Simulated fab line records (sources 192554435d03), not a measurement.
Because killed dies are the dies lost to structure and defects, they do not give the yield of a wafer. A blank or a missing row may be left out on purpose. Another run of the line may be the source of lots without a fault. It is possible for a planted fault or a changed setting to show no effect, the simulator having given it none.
fab line records -- flow n5_finfet
record lots=6, wafers=18, last_day=18
route steps=1938 shown BEOL_M2@884 PASSIVATION@1936
lots that met no fault: from a run of the same line without faults
start_h: the number of hours between the record's first day and the start of the first shown wafer of the lot -- wait_h: how many hours have passed since the lot's step before this one -- " repeats the value in the row above -- L1.1+2: several wafers, shown together as one row -- - no value, or no start was given -- * or withheld: withheld -- < > ~ a bound
route shown NAME@n: NAME is a module with steps in the file, n the number in the route of the first one -- usual: mean/standard deviation taken from wafers without a fault -- same: alike in all rows -- chamber/n: place in a boat -- sites: readings site by site -- _std_site: the values' standard deviation -- _edge_site: mean of outer sites minus mean of inner sites -- radius_mm: how far each site lies from the wafer's centre -- mask NAME#n: copy n -- behind: the last tool/chamber to shape the wafer -- hold: cause of the lot's hold/its duration in hours/its outcome -- device: names the non-switching transistor (n, p or np) -- end of line: the same wafers' tests at the end of the route -- step lacking rows: just its recipe -- killed: dies lost to structure and defects at the first sort, not the wafer's yield -- map: a wafer's dies, x killed, . not, _ none there
set.NAME: the setting the step ran with; set.NAME@STEP: the setting that earlier step ran with -- model.NAME: the simulator's own value behind a step, which no gauge read
lots at some steps of the route; a table a step, a row a wafer
services: from which hour (start_h, from the record's first day; less than 0 if before it) a tool's chamber was out of use, for how many hours, and why
## steps
# step N5_BEOL_M2_ETCH_70
# recipe chemistry=N2/H2, target=SOC, target_depth_a=800, overetch_a=240, mask_material=SiARC, temp_c=40, time_s=130, ion_energy_ev=200, pressure_mtorr=30, source_w=840, bias_w=150, n2_flow_sccm=200, h2_flow_sccm=200
# step N5_BEOL_M2_STRIP_71
# recipe chemistry=N2/H2, temp_c=40, n2_flow_sccm=200, h2_flow_sccm=200, rf_frequency_hz=6e+07
# step N5_BEOL_M2_STRIP_78
# recipe chemistry=N2/H2, temp_c=40, n2_flow_sccm=200, h2_flow_sccm=200, rf_frequency_hz=6e+07
# step N5_BEOL_M2_VIA_ETCH_34
# recipe chemistry=C4F6/O2, target_depth_a=694, mask_material=SOC, pressure_mtorr=15, ion_energy_ev=250, taper_deg=4, time_s=65.9, source_w=350, bias_w=170, Ar_flow_sccm=300, C4F6_flow_sccm=10, O2_flow_sccm=10
# step N5_BEOL_M2_STRIP_83
# recipe chemistry=C4F6/O2, resist=SiARC, rf_frequency_hz=6e+07
# step N5_BEOL_M2_STRIP_36
# recipe chemistry=N2/H2, power_w=450, temp_c=40, pressure_mtorr=20, rf_frequency_hz=6e+07, overash_fraction=0.3, bias_power_w=7, h2_frac=0.5, n2_flow_sccm=200, h2_flow_sccm=200
# step N5_BEOL_M2_TRENCH_ETCH_37
# recipe chemistry=C4F6/O2, target_depth_a=555.55, target=SiOC, time_s=29.2, ion_energy_ev=250, pressure_mtorr=30, source_w=355, bias_w=185, Ar_flow_sccm=300, C4F6_flow_sccm=10, O2_flow_sccm=10
# step N5_BEOL_M2_ETCH_41
# recipe chemistry=CH3F/O2, target=SiCN, target_depth_a=299, taper_deg=2, time_s=52.5, ion_energy_ev=120, mask_material=TiN, pressure_mtorr=30, source_w=395, bias_w=75, Ar_flow_sccm=150, CH3F_flow_sccm=30, O2_flow_sccm=20
# step N5_BEOL_M2_STRIP_97
# recipe chemistry=N2/H2, time_s=10, power_w=450, temp_c=40, pressure_mtorr=20, rf_frequency_hz=6e+07, bias_power_w=7, n2_flow_sccm=200, h2_flow_sccm=200
# step N5_BEOL_M2_OCD_MEAS_38
# usual trench_depth_nm=55.3/0.96
lot.wafer,tool,chamber,start_h,wait_h,trench_depth_nm
L901.1,ocd-01,-,138.48,-,56.4
L901.2,ocd-01,-,138.48,-,55.8
L901.3,ocd-01,-,138.48,-,53.6
L903.1,ocd-02,-,143.37,-,55.6
L903.2,ocd-02,-,143.37,-,56.8
L903.6,ocd-02,-,143.37,-,56.7
L909.4,ocd-01,-,194.18,-,53.1
L909.5,ocd-01,-,194.18,-,55.3
L909.6,ocd-01,-,194.18,-,53.6
L912.1,ocd-02,-,212.50,-,55.5
L912.2,ocd-02,-,212.50,-,56.4
L912.5,ocd-02,-,212.50,-,56.8
L924.1,ocd-02,-,281.34,-,56.2
L924.3,ocd-02,-,281.34,-,56.5
L924.5,ocd-02,-,281.34,-,56.3
L923.4,ocd-01,-,281.35,-,54.1
L923.5,ocd-01,-,281.35,-,55.0
L923.6,ocd-01,-,281.35,-,54.3
# step N5_BEOL_M2_HM_STRIP_39
# recipe chemistry=peroxide_tin_strip, material=TiN, target_depth_a=250, temp_c=50, time_s=158
# step N5_BEOL_M2_SRD_40
# recipe time_s=30, temp_c=23, rinse_liquid=diw, dry=ipa_marangoni
# step N5_BEOL_M2_PRECLEAN_42
# recipe chemistry=residue_remover, time_s=60, temp_c=40
lot.wafer,tool,chamber,start_h,wait_h
L901.1+2+3,wet_bench-06,"4,7,0",138.57,0.0
L903.1+2+6,wet_bench-05,"0,2,6",143.46,0.0
L909.4+5+6,wet_bench-05,"4,3,7",194.27,0.0
L912.1+2+5,wet_bench-05,"6,3,7",212.60,0.0
L924.1+3+5,wet_bench-04,"7,5,4",281.44,0.0
L923.4+5+6,wet_bench-05,"2,5,0",281.45,0.0
# step N5_BEOL_M2_SRD_43
# recipe time_s=30, temp_c=23, rinse_liquid=diw, dry=ipa_marangoni
# step N5_BEOL_M2_CD_MEAS_35
# recipe target_cd_nm=18, target_cd_y_nm=22.2, polarity=opening
# usual cd_nm=18.1/0.34
lot.wafer,tool,chamber,start_h,wait_h,cd_nm
L901.1,cd_sem-03,-,138.63,0.0,17.8
L901.2,cd_sem-03,-,138.63,0.0,18.2
L901.3,cd_sem-03,-,138.63,0.0,18.1
L903.1,cd_sem-03,-,143.52,0.0,17.3
L903.2,cd_sem-03,-,143.52,0.0,18.1
L903.6,cd_sem-03,-,143.52,0.0,17.6
L909.4,cd_sem-01,-,194.33,0.0,17.9
L909.5,cd_sem-01,-,194.33,0.0,18.2
L909.6,cd_sem-01,-,194.33,0.0,17.8
L912.1,cd_sem-03,-,212.66,0.0,17.9
L912.2,cd_sem-03,-,212.66,0.0,18.4
L912.5,cd_sem-03,-,212.66,0.0,17.7
L924.1,cd_sem-02,-,281.50,0.0,17.7
L924.3,cd_sem-02,-,281.50,0.0,18.4
L924.5,cd_sem-02,-,281.50,0.0,18.9
L923.4,cd_sem-01,-,281.51,0.0,17.8
L923.5,cd_sem-01,-,281.51,0.0,18.0
L923.6,cd_sem-01,-,281.51,0.0,18.2
# step N5_BEOL_M2_DEGAS_44
# recipe ambient=vacuum, temp_c=250, time_s=60
# step N5_BEOL_M2_PRE_CLEAN_45
# recipe gas=H2/He, time_s=30, temp_c=250
# step N5_BEOL_M2_ALD_84
# recipe material=TaN, target_thk_a=*, temp_c=275, ald_precursor_family=PDMAT, ald_co_reactant=NH3, pressure_torr=3, carrier_flow_sccm=1500, pulse_time_s=2, purge_time_s=3, co_reactant_purge_time_s=2, co_reactant_pulse_time_s=3, ald_cycles=30, precursor_vessel_temp_c=75, precursor_vessel_pressure_torr=26.25, precursor_vessel_carrier_sccm=1000
# step N5_BEOL_M2_SURFACE_TREAT_85
# recipe gas=Ar, time_s=*, ion_energy_ev=*, ion_current_ma_cm2=0.5, pressure_mtorr=*, ar_flow_sccm=30
# usual ar_flow_sccm=30.01/0.097, pressure_mtorr=*, throttle_valve_pct=*
lot.wafer,tool,chamber,start_h,wait_h,ar_flow_sccm,pressure_mtorr,throttle_valve_pct
L901.1,pvd_sputter-03,-,139.04,0.2,30.23,*,*
L901.2,pvd_sputter-03,-,139.04,0.2,30.06,*,*
L901.3,pvd_sputter-03,-,139.04,0.2,30.03,*,*
L903.1,pvd_sputter-03,-,143.98,0.2,29.93,*,*
L903.2,pvd_sputter-03,-,143.98,0.2,30.08,*,*
L903.6,pvd_sputter-03,-,143.98,0.2,30.01,*,*
L909.4,pvd_sputter-02,-,195.19,0.3,30.02,*,*
L909.5,pvd_sputter-02,-,195.19,0.3,30.04,*,*
L909.6,pvd_sputter-02,-,195.19,0.3,30.14,*,*
L912.1,pvd_sputter-02,-,213.12,0.1,29.95,*,*
L912.2,pvd_sputter-02,-,213.12,0.1,30.01,*,*
L912.5,pvd_sputter-02,-,213.12,0.1,29.90,*,*
L924.1,pvd_sputter-01,-,282.13,0.2,29.95,*,*
L924.3,pvd_sputter-01,-,282.13,0.2,29.97,*,*
L924.5,pvd_sputter-01,-,282.13,0.2,30.17,*,*
L923.4,pvd_sputter-01,-,282.17,0.2,30.08,*,*
L923.5,pvd_sputter-01,-,282.17,0.2,30.13,*,*
L923.6,pvd_sputter-01,-,282.17,0.2,30.02,*,*
# step N5_BEOL_M2_CVD_47
# recipe material=Co, target_thk_a=30, temp_c=withheld, precursor=CCTBA/H2, pressure_torr=30, time_s=223.8
# step N5_BEOL_M2_SPUTTER_48
# recipe material=Cu, target_thk_a=45, temp_c=-20, chamber_pressure_pa=0.07, power_w=withheld, time_s=8.29
# usual throttle_valve_pct=30.1/1
lot.wafer,tool,chamber,start_h,wait_h,throttle_valve_pct
L901.1,pvd_sputter-02,-,140.73,1.5,30.4
L901.2,pvd_sputter-02,-,140.73,1.5,31.2
L901.3,pvd_sputter-02,-,140.73,1.5,30.8
L903.1,pvd_sputter-03,-,144.56,0.4,30.3
L903.2,pvd_sputter-03,-,144.56,0.4,32.3
L903.6,pvd_sputter-03,-,144.56,0.4,29.5
L909.4,pvd_sputter-02,-,195.43,0.0,30.6
L909.5,pvd_sputter-02,-,195.43,0.0,30.5
L909.6,pvd_sputter-02,-,195.43,0.0,30.1
L912.1,pvd_sputter-01,-,213.45,0.2,29.2
L912.2,pvd_sputter-01,-,213.45,0.2,28.3
L912.5,pvd_sputter-01,-,213.45,0.2,30.1
L924.1,pvd_sputter-02,-,282.40,0.1,31.1
L924.3,pvd_sputter-02,-,282.40,0.1,30.0
L924.5,pvd_sputter-02,-,282.40,0.1,29.9
L923.4,pvd_sputter-01,-,282.51,0.0,29.9
L923.5,pvd_sputter-01,-,282.51,0.0,30.9
L923.6,pvd_sputter-01,-,282.51,0.0,28.4
# step N5_BEOL_M2_ANNEAL_49
# recipe temp_c=400, time_s=240, ambient=vacuum
# step N5_BEOL_M2_SPUTTER_79
# recipe material=Cu, target_thk_a=45, temp_c=-20, chamber_pressure_pa=0.07, power_w=withheld, time_s=8.29
# usual throttle_valve_pct=30.1/1.1
lot.wafer,tool,chamber,start_h,wait_h,throttle_valve_pct
L901.1,pvd_sputter-02,-,140.95,0.1,30.1
L901.2,pvd_sputter-02,-,140.95,0.1,31.4
L901.3,pvd_sputter-02,-,140.95,0.1,30.5
L903.1,pvd_sputter-03,-,144.78,0.1,30.6
L903.2,pvd_sputter-03,-,144.78,0.1,32.4
L903.6,pvd_sputter-03,-,144.78,0.1,29.8
L909.4,pvd_sputter-02,-,195.65,0.1,30.5
L909.5,pvd_sputter-02,-,195.65,0.1,30.9
L909.6,pvd_sputter-02,-,195.65,0.1,29.9
L912.1,pvd_sputter-01,-,213.67,0.1,29.6
L912.2,pvd_sputter-01,-,213.67,0.1,28.6
L912.5,pvd_sputter-01,-,213.67,0.1,30.2
L924.1,pvd_sputter-02,-,282.62,0.1,31.4
L924.3,pvd_sputter-02,-,282.62,0.1,30.3
L924.5,pvd_sputter-02,-,282.62,0.1,29.9
L923.4,pvd_sputter-01,-,282.73,0.1,30.4
L923.5,pvd_sputter-01,-,282.73,0.1,30.5
L923.6,pvd_sputter-01,-,282.73,0.1,28.6
# step N5_BEOL_M2_ANNEAL_80
# recipe temp_c=400, time_s=240, ambient=vacuum
# step N5_BEOL_M2_SPUTTER_81
# recipe material=Cu, target_thk_a=45, temp_c=-20, chamber_pressure_pa=0.07, power_w=withheld, time_s=8.29
# usual throttle_valve_pct=30.1/1
lot.wafer,tool,chamber,start_h,wait_h,throttle_valve_pct
L901.1,pvd_sputter-02,-,141.17,0.1,30.5
L901.2,pvd_sputter-02,-,141.17,0.1,31.2
L901.3,pvd_sputter-02,-,141.17,0.1,30.8
L903.1,pvd_sputter-03,-,145.00,0.1,30.6
L903.2,pvd_sputter-03,-,145.00,0.1,32.2
L903.6,pvd_sputter-03,-,145.00,0.1,29.7
L909.4,pvd_sputter-02,-,195.87,0.1,30.6
L909.5,pvd_sputter-02,-,195.87,0.1,30.6
L909.6,pvd_sputter-02,-,195.87,0.1,30.1
L912.1,pvd_sputter-01,-,213.89,0.1,29.6
L912.2,pvd_sputter-01,-,213.89,0.1,28.8
L912.5,pvd_sputter-01,-,213.89,0.1,30.4
L924.1,pvd_sputter-02,-,282.84,0.1,31.3
L924.3,pvd_sputter-02,-,282.84,0.1,30.1
L924.5,pvd_sputter-02,-,282.84,0.1,29.8
L923.4,pvd_sputter-01,-,282.95,0.1,30.3
L923.5,pvd_sputter-01,-,282.95,0.1,30.2
L923.6,pvd_sputter-01,-,282.95,0.1,28.6
# step N5_BEOL_M2_ANNEAL_82
# recipe temp_c=400, time_s=240, ambient=vacuum
# step N5_BEOL_M2_SPUTTER_86
# recipe material=Cu, target_thk_a=45, temp_c=-20, chamber_pressure_pa=0.07, power_w=withheld, time_s=8.29
# step N5_BEOL_M2_ANNEAL_87
# recipe temp_c=400, time_s=240, ambient=vacuum
# step N5_BEOL_M2_SPUTTER_88
# recipe material=Cu, target_thk_a=45, temp_c=-20, chamber_pressure_pa=0.07, power_w=withheld, time_s=8.29
# usual throttle_valve_pct=30.1/1.1
lot.wafer,tool,chamber,start_h,wait_h,throttle_valve_pct
L901.1,pvd_sputter-02,-,141.61,0.1,30.2
L901.2,pvd_sputter-02,-,141.61,0.1,31.3
L901.3,pvd_sputter-02,-,141.61,0.1,30.5
L903.1,pvd_sputter-03,-,145.44,0.1,30.7
L903.2,pvd_sputter-03,-,145.44,0.1,32.5
L903.6,pvd_sputter-03,-,145.44,0.1,29.7
L909.4,pvd_sputter-02,-,196.31,0.1,30.8
L909.5,pvd_sputter-02,-,196.31,0.1,30.7
L909.6,pvd_sputter-02,-,196.31,0.1,30.2
L912.1,pvd_sputter-01,-,214.33,0.1,29.4
L912.2,pvd_sputter-01,-,214.33,0.1,28.4
L912.5,pvd_sputter-01,-,214.33,0.1,30.3
L924.1,pvd_sputter-02,-,283.28,0.1,31.7
L924.3,pvd_sputter-02,-,283.28,0.1,30.0
L924.5,pvd_sputter-02,-,283.28,0.1,29.3
L923.4,pvd_sputter-01,-,283.39,0.1,30.4
L923.5,pvd_sputter-01,-,283.39,0.1,30.5
L923.6,pvd_sputter-01,-,283.39,0.1,28.5
# step N5_BEOL_M2_ANNEAL_89
# recipe temp_c=400, time_s=240, ambient=vacuum
# step N5_BEOL_M2_SPUTTER_90
# recipe material=Cu, target_thk_a=45, temp_c=-20, chamber_pressure_pa=0.07, power_w=withheld, time_s=8.29
# step N5_BEOL_M2_ANNEAL_91
# recipe temp_c=400, time_s=240, ambient=vacuum
# step N5_BEOL_M2_SPUTTER_92
# recipe material=Cu, target_thk_a=45, temp_c=-20, chamber_pressure_pa=0.07, power_w=withheld, time_s=8.29
# step N5_BEOL_M2_ANNEAL_93
# recipe temp_c=400, time_s=240, ambient=vacuum
# step N5_BEOL_M2_SPUTTER_94
# recipe material=Cu, target_thk_a=45, temp_c=-20, chamber_pressure_pa=0.07, power_w=withheld, time_s=8.29
# step N5_BEOL_M2_ANNEAL_95
# recipe temp_c=400, time_s=240, ambient=vacuum
# step N5_BEOL_M2_SPUTTER_96
# recipe material=Cu, target_thk_a=45, temp_c=-20, chamber_pressure_pa=0.07, power_w=withheld, time_s=8.29
# step N5_BEOL_M2_ECD_50
# recipe material=Cu, target_thk_a=3000
# step N5_BEOL_M2_ANNEAL_51
# recipe temp_c=225, time_s=90, ambient=N2
# step N5_BEOL_M2_CMP_52
# recipe stop_on=SiOC, t_overpolish_s=6.8, down_force_psi=1, platen_rpm=50, clearing_platen_down_force_psi=1.5, clearing_platen_rpm=50, post_cmp_clean=cu_alkaline, target_thk_nm=40, clearing_platen_pad_velocity_m_s=0.99484, pad_velocity_m_s=0.99484
# step N5_BEOL_M2_THK_MEAS_53
# recipe thk_meas_gauge=xrf, reads=Cu_of_BEOL_M2_ECD_50
# usual M2_THK=40.3/1.6
lot.wafer,tool,chamber,start_h,wait_h,M2_THK[nm]
L901.1,film_metro-01,-,143.28,-,40.3
L901.2,film_metro-01,-,143.28,-,40.9
L901.3,film_metro-01,-,143.28,-,37.3
L903.1,film_metro-01,-,147.43,-,40.0
L903.2,film_metro-01,-,147.43,-,42.3
L903.6,film_metro-01,-,147.43,-,41.0
L909.4,film_metro-02,-,197.98,-,36.6
L909.5,film_metro-02,-,197.98,-,37.4
L909.6,film_metro-02,-,197.98,-,37.0
L912.1,film_metro-02,-,216.42,-,40.2
L912.2,film_metro-02,-,216.42,-,42.7
L912.5,film_metro-02,-,216.42,-,41.8
L924.1,film_metro-02,-,284.94,-,41.4
L924.3,film_metro-02,-,284.94,-,40.9
L924.5,film_metro-02,-,284.94,-,39.5
L923.4,film_metro-01,-,285.07,-,40.5
L923.5,film_metro-01,-,285.07,-,41.0
L923.6,film_metro-01,-,285.07,-,41.3
# step N5_BEOL_M2_PRE_CLEAN_60
# recipe gas=NH3/H2, time_s=15, temp_c=*, rf_power_w=300
# step N5_PASSIVATION_PROBE_49
# usual defect_limited_yield=91.4/1.5, killed_at_M0_to_M3=35/11, killed_at_M4_up=16/7, killed_at_contacts=11/5.3, killed_at_front_end=37/11, killed_at_other=3.1/2.8, killed_dies=102/18, killed_open=69/15, killed_short=31/7.8, sort_bin_5_function=5.1/1.1, sort_bin_6_memory=3.2/0.69, sort_n_pass=1078/18, sort_yield_pct=91.4/1.5
# same gross_dies=1180, killed_at_back_side=0, sort_bin_4_leakage[%]=0, sort_bin_8_speed[%]=0
lot.wafer,tool,chamber,start_h,wait_h,defect_limited_yield[%],killed_at_M0_to_M3,killed_at_M4_up,killed_at_contacts,killed_at_front_end,killed_at_other,killed_dies,killed_open,killed_short,sort_bin_5_function[%],sort_bin_6_memory[%],sort_n_pass,sort_yield_pct[%]
L901.1,prober-02,-,265.34,0.0,89.8,28,23,12,55,2,120,69,48,6.5,3.1,1060,89.8
L901.2,prober-02,-,265.39,0.1,91.3,31,16,9,42,5,103,77,24,5.1,3.5,1077,91.3
L901.3,prober-02,-,265.44,0.1,91.0,19,19,22,43,3,106,74,31,4.8,3.6,1074,91.0
L909.4,prober-01,-,330.15,0.2,91.5,17,18,16,36,13,100,66,27,4.4,3.5,1080,91.5
L909.5,prober-01,-,330.20,0.2,91.0,26,32,19,27,2,106,71,30,5.3,3.2,1074,91.0
L909.6,prober-01,-,330.25,0.3,81.0,174,14,5,27,4,224,47,26,10.1,3.6,956,81.0
L912.5,prober-02,-,346.19,0.2,81.5,183,7,5,22,1,218,35,25,12.1,2.4,962,81.5
# killed by level:class
L901.1 FIN_SAQP:geometric_particle:open=20 FIN_SAQP:geometric_particle:short=17 BEOL_M4:geometric_particle:open=13 MOL_CONTACT_COAG:geometric_particle:open=8 BEOL_M0_SAQP:geometric_particle:short=8 BEOL_M1:geometric_particle:short=5 STI_FIN_REVEAL:geometric_particle:open=4 BEOL_M0:geometric_particle:open=4
L901.2 FIN_SAQP:geometric_particle:open=15 BEOL_M1:geometric_particle:open=9 BEOL_M4:geometric_particle:open=9 MOL_CONTACT_COAG:geometric_particle:open=8 BEOL_M2:geometric_particle:open=8 FIN_SAQP:geometric_particle:short=5 BEOL_M3:geometric_particle:open=5 BEOL_M0:geometric_particle:open=4
L901.3 MOL_CONTACT_COAG:geometric_particle:open=18 FIN_SAQP:geometric_particle:open=10 STI_FIN_REVEAL:geometric_particle:open=6 BEOL_M2:geometric_particle:open=6 FIN_SAQP:geometric_particle:short=5 BEOL_M5:geometric_particle:open=5 MOL_CONTACT_COAG:geometric_particle:short=4 STARTING-WAFER:geometric_particle:open=4
L909.4 STI_FIN_REVEAL:geometric_particle:open=13 MOL_CONTACT_COAG:geometric_particle:open=13 BEOL_M3:geometric_particle:open=5 BEOL_M4:geometric_particle:open=5 GATE_CUT:geometric_particle:short=4 BEOL_M0_SAQP:geometric_particle:short=4 BEOL_M2:geometric_particle:open=4 BEOL_M7:geometric_particle:open=4
L909.5 BEOL_M4:geometric_particle:open=18 MOL_CONTACT_COAG:geometric_particle:open=13 BEOL_M1:geometric_particle:open=10 MOL_CONTACT_COAG:geometric_particle:short=6 GATE_CUT:geometric_particle:short=5 STI_FIN_REVEAL:geometric_particle:open=4 DUMMY_GATE:geometric_particle:open=4 BEOL_M5:geometric_particle:open=4
L909.6 BEOL_M2:unspecified=146 BEOL_M1:geometric_particle:open=10 FIN_SAQP:geometric_particle:short=5 BEOL_M0_SAQP:geometric_particle:short=5 BEOL_M3:geometric_particle:open=5 BEOL_M7:geometric_particle:open=5 MOL_CONTACT_COAG:geometric_particle:open=4 HKMG_FIN:area_etch=4
L912.5 BEOL_M2:unspecified=155 BEOL_M2:geometric_particle:open=11 BEOL_M0_SAQP:geometric_particle:short=6 DUMMY_GATE:geometric_particle:open=4 MOL_CONTACT_COAG:geometric_particle:open=4 BEOL_M0_SAQP:geometric_particle:open=4 GATE_CUT:geometric_particle:short=3 BEOL_M3:geometric_particle:short=3
# map L909.6 (x killed, . not)
_________________x.....x..x..________________
______________.................._____________
___________........................__________
__________....................x....._________
________.........x...................._______
_______....x...........................______
______..............x................x.x_____
_____.x...........................x......____
____...................x....x.............___
___......x........xx..................x....__
___.x........x.............................__
__........................x...x............x_
__.x.............x......................x..._
_.........x............x..x........x.x.......
_.............x.........................xx...
_.x..............................x...........
_......................x.............x....x..
_.......................................x....
_........x...x...xx..........x......x........
_..................x...x...x.................
_.....x.......x........x................x....
__........x...x...........x................._
__......x........x..x.xxxxxxx..............._
___....x......x....xxxxxxxxx............x..__
___.....x.....xx.x.xxxxxxxxxxxx............__
____...x........x.xxxxxxxxxxxxxxx..x..xx..___
_____..x..........xxxxxxxxxxxxxx.........____
______....x...x.xxxxxxxxxxxxxxxxx......._____
_______.....x......xxxxxxxxxxxx..x...x.______
________.........xxxxxxxxxxxxxxxx....._______
__________...x....x.xxxxxxxxxxx....._________
___________.......xxxxxxxxxxxxxxx..__________
______________....x..xxxxxx.xxxx_____________
_________________....xxxxx.xx________________
# map L912.5 (x killed, . not)
_________________.x.......x..________________
______________..x............x.._____________
___________..x........x...x........__________
__________..........x..............._________
________......x......................._______
_______..x.x.........x.....x...........______
______.............................x...._____
_____...............x....................____
____......................................___
___........................................__
___..................xx....................__
__.................................x.x.x...._
__...x.x...x........x......xx..............._
_..................x.......................x.
_.........x..........x.......................
_............x...............................
_.....x......................................
_..............x.xx..........................
_.......x...........x.......x.........x..x...
_..x............x.....x......................
_........x..............xx...................
__x...................x..x..x.xx............_
__....x.x...........x.xxxxxx..x..xx........._
___...x..........x.xxxxxxxxxxxx............__
___...x.xx......x.xxxxxxxxxxxxxx..x........__
____............x..xxxxxxxxxxxxx.x........___
_____............xxxxxxxxxxxxxxx.........____
______..x.........xxxxxxxxxxxx.x........_____
_______x........xxxxxxxxxxxxxxxx.......______
________.......x.xx.xxxxxxxxxxx.x....._______
__________...x....xxxxxxxxxxxx.xx..._________
___________.......xxxxxxxxxxxxx....__________
______________....xxxxxxxxxxxx.._____________
_________________....xxxx..x.________________
## services
tool,chamber,start_h,hours,kind
wet_bench-04,-,117.12,0.8,repair
wet_bench-05,-,192.57,0.7,repair
wet_bench-06,-,203.65,1.1,repair
## key
first_sign step=N5_PASSIVATION_PROBE_49, reading=killed_at_M0_to_M3, direction=up, sigmas=13, usual=35, struck=178
effect step=N5_PASSIVATION_PROBE_49, reading=defect_limited_yield, direction=down, sigmas=6.5, usual=91.4, struck=81.3
more_kills_born_at N5_BEOL_M2_PRECLEAN_42@wet_bench-05=301
met_at N5_BEOL_M2_PRECLEAN_42
struck_wafers L909.6,L912.5
fault kind=chamber_particle_source, tool=wet_bench-05, chamber=7, onset_h=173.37, steps=N5_BEOL_M2_PRECLEAN_42, rate_per_visit_cm2=2.0135, end_h=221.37
